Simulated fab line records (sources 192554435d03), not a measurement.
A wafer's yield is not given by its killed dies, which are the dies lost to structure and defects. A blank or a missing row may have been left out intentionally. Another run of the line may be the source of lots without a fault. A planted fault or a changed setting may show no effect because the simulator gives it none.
Chamber matching | flow n5 finfet | N5_PMOS_HMC_CHANNEL_EPI_ETCH_38 on rie si-02: 4 sister chambers
The step etches SiO2 in CF4, target depth 1.5 nm. 16 wafers are shown with their chamber, then 8 later ones without.

## WAFERS PAIRED WITH THEIR CHAMBERS
wafer  | chamber | drypump motor current A (A) | throttle valve pct (%) | oes product au (a.u.)
L076.1 | 0       | 6.0                         | 21.73                  | 1.035
L076.2 | 3       | 6.1                         | 21.64                  | 1.015
L076.4 | 3       | 6.1                         | 21.67                  | 1.019
L078.2 | 1       | 6.2                         | 21.58                  | 0.990
L078.3 | 3       | 6.1                         | 21.67                  | 1.028
L078.6 | 2       | 5.2                         | 21.67                  | 0.970
L080.2 | 3       | 6.1                         | 21.65                  | 1.012
L080.4 | 0       | 5.9                         | 21.70                  | 1.042
L080.5 | 2       | 5.2                         | 21.64                  | 0.976
L089.4 | 3       | 6.1                         | 21.68                  | 1.027
L089.5 | 2       | 5.2                         | 21.65                  | 0.986
L089.6 | 1       | 6.2                         | 21.57                  | 1.003
L092.1 | 2       | 5.2                         | 21.66                  | 0.981
L092.4 | 0       | 6.0                         | 21.73                  | 1.032
L092.5 | 1       | 6.2                         | 21.56                  | 1.003
L093.1 | 0       | 6.0                         | 21.71                  | 1.032

SIGNATURES (means of the wafers above)
reading                 | chamber 0 | chamber 1 | chamber 2 | chamber 3 | scatter within a chamber
drypump motor current A | 5.975     | 6.200     | 5.200     | 6.100     | 0.025
throttle valve pct      | 21.7175   | 21.5700   | 21.6550   | 21.6620   | 0.0143
oes product au          | 1.03525   | 0.99867   | 0.97825   | 1.02020   | 0.0066
Rule: for a wafer and a chamber, the distance is found by dividing, reading by reading, the gap between the wafer's reading and the chamber's mean by the reading's scatter, squaring, summing and taking the root. If the next closest chamber is less than 2 further off than the closest, the wafer can't be placed; otherwise it belongs to the closest. The scatter: take each reading less its chamber's mean, square it, sum over the shown wafers, divide by the number of wafers less the number of chambers, and take the root.

## WAFERS WHOSE CHAMBER IS MISSING
wafer  | drypump motor current A (A) | throttle valve pct (%) | oes product au (a.u.)
L093.4 | 5.2                         | 21.65                  | 0.988
L093.6 | 5.2                         | 21.66                  | 0.982
L096.3 | 5.1                         | 21.67                  | 0.987
L096.4 | 6.2                         | 21.59                  | 0.997
L096.6 | 6.1                         | 21.69                  | 1.047
L097.2 | 5.2                         | 21.65                  | 0.987
L097.3 | 6.1                         | 21.59                  | 0.996
L097.5 | 6.1                         | 21.67                  | 1.023

## CHAMBER TAKEN BY EACH
wafer  | from the rows above     | in truth
L093.4 | 2                       | 2
L093.6 | 2                       | 2
L096.3 | 2                       | 2
L096.4 | 1                       | 1
L096.6 | can't be placed: 3 or 0 | 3
L097.2 | 2                       | 2
L097.3 | can't be placed: 1 or 3 | 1
L097.5 | 3                       | 3
6 of 8 placed correctly. These rows do not allow placing 2 (true chamber among the candidates in 2). Placed wrongly: 0.
